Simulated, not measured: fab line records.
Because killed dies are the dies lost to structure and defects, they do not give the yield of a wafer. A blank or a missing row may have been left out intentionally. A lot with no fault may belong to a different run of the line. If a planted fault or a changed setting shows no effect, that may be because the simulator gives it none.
Chamber matching | flow n5-finfet | pecvd-04 running N5_BEOL_M12_DEP_53: 3 sister chambers
The step deposits SiCN from 3MS/NH3, target thk 30 nm, time 10.5 s. 16 wafers are shown with their chamber, then 8 later ones without.

== EACH WAFER AND ITS CHAMBER ==
wafer  | chamber | throttle-valve-pct (%) | showerhead-plenum-p-Torr (Torr)
L079.1 | 2       | 16.9                   | 4.161
L079.3 | 0       | 19.4                   | 4.133
L079.5 | 2       | 17.0                   | 4.152
L083.2 | 1       | 17.5                   | 4.192
L083.3 | 0       | 19.1                   | 4.141
L083.6 | 0       | 19.2                   | 4.144
L086.1 | 2       | 17.1                   | 4.158
L086.2 | 0       | 19.2                   | 4.128
L086.3 | 1       | 17.8                   | 4.199
L086.4 | 1       | 17.5                   | 4.187
L086.5 | 0       | 19.4                   | 4.144
L086.6 | 2       | 16.9                   | 4.155
L084.1 | 1       | 17.3                   | 4.196
L084.5 | 1       | 17.9                   | 4.196
L084.6 | 0       | 19.5                   | 4.159
L089.1 | 2       | 16.7                   | 4.151

SIGNATURES (averages over the wafers above)
reading                  | chamber 0 | chamber 1 | chamber 2 | scatter within a chamber
throttle-valve-pct       | 19.300    | 17.600    | 16.920    | 0.186
showerhead-plenum-p-Torr | 4.14150   | 4.19400   | 4.15540   | 0.00749
Rule: for a wafer and a chamber, the distance is found by dividing, reading by reading, the gap between the wafer's reading and the chamber's mean by the reading's scatter, squaring, summing and taking the root. If the next closest chamber is less than 2 further off than the closest, the wafer can't be placed; otherwise it belongs to the closest. The scatter: take each reading less its chamber's mean, square it, sum over the shown wafers, divide by the number of wafers less the number of chambers, and take the root.

== WAFERS WITH NO CHAMBER GIVEN ==
wafer  | throttle-valve-pct (%) | showerhead-plenum-p-Torr (Torr)
L089.2 | 17.2                   | 4.202
L089.3 | 19.0                   | 4.131
L093.3 | 17.6                   | 4.196
L093.5 | 19.2                   | 4.138
L093.6 | 17.4                   | 4.153
L095.1 | 17.3                   | 4.146
L095.2 | 18.9                   | 4.158
L095.4 | 17.1                   | 4.151

== THE CHAMBER EACH PASSED THROUGH ==
wafer  | from the rows above | in truth
L089.2 | 1                   | 1
L089.3 | 0                   | 0
L093.3 | 1                   | 1
L093.5 | 0                   | 0
L093.6 | 2                   | 2
L095.1 | 2                   | 2
L095.2 | 0                   | 0
L095.4 | 2                   | 2
Correctly placed: 8 of 8. Not placeable from these rows: 0. Number placed wrongly: 0.
